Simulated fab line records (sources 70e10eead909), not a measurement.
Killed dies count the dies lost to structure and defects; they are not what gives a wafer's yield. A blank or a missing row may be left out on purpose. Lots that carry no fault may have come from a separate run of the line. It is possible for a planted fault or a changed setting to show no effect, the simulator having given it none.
Matching of chambers | flow nand-harc | pecvd-01 running NHARC_P_M1_DEP_33: 3 sister chambers
The step deposits SiCN, target thk 30 nm. 16 wafers are shown with their chamber, then 8 later ones without.

WAFERS, EACH WITH ITS CHAMBER
wafer  | chamber | heater-power-w (W)
L076.1 | 0       | 519
L076.3 | 2       | 540
L076.6 | 0       | 541
L079.3 | 0       | 529
L079.4 | 2       | 570
L079.6 | 0       | 539
L082.2 | 0       | 483
L082.4 | 0       | 500
L082.6 | 2       | 540
L083.2 | 0       | 533
L083.3 | 1       | 483
L083.5 | 2       | 513
L084.1 | 1       | 563
L084.2 | 2       | 521
L084.3 | 0       | 574
L086.2 | 0       | 528

SIGNATURES (means of the wafers above)
reading        | chamber 0 | chamber 1 | chamber 2 | scatter within a chamber
heater-power-w | 527.33    | 523.00    | 536.80    | 28.4
Rule: a wafer's distance from a chamber is the root of the sum, over the readings, of the square of ((its reading less the chamber's mean) divided by the reading's scatter). The wafer belongs to the nearest chamber; if the next one is less than 2 further off, it can't be placed. How the scatter is found: for the shown wafers, subtract from each reading the mean of its chamber, square and add these, divide the total by (wafers less chambers), then take the root.

WAFERS WHOSE CHAMBER IS MISSING
wafer  | heater-power-w (W)
L086.4 | 580
L086.6 | 559
L088.3 | 485
L088.5 | 548
L088.6 | 490
L097.1 | 547
L097.3 | 461
L097.4 | 509

THE CHAMBER EACH PASSED THROUGH
wafer  | from the rows above          | in truth
L086.4 | can't be placed: 2 or 0 or 1 | 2
L086.6 | can't be placed: 2 or 0 or 1 | 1
L088.3 | can't be placed: 1 or 0 or 2 | 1
L088.5 | can't be placed: 2 or 0 or 1 | 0
L088.6 | can't be placed: 1 or 0 or 2 | 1
L097.1 | can't be placed: 2 or 0 or 1 | 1
L097.3 | can't be placed: 1 or 0 or 2 | 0
L097.4 | can't be placed: 1 or 0 or 2 | 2
Correctly placed: 0 of 8. Cannot be placed on the basis of these rows: 8; the candidates contain the true chamber in 8. Number placed wrongly: 0.
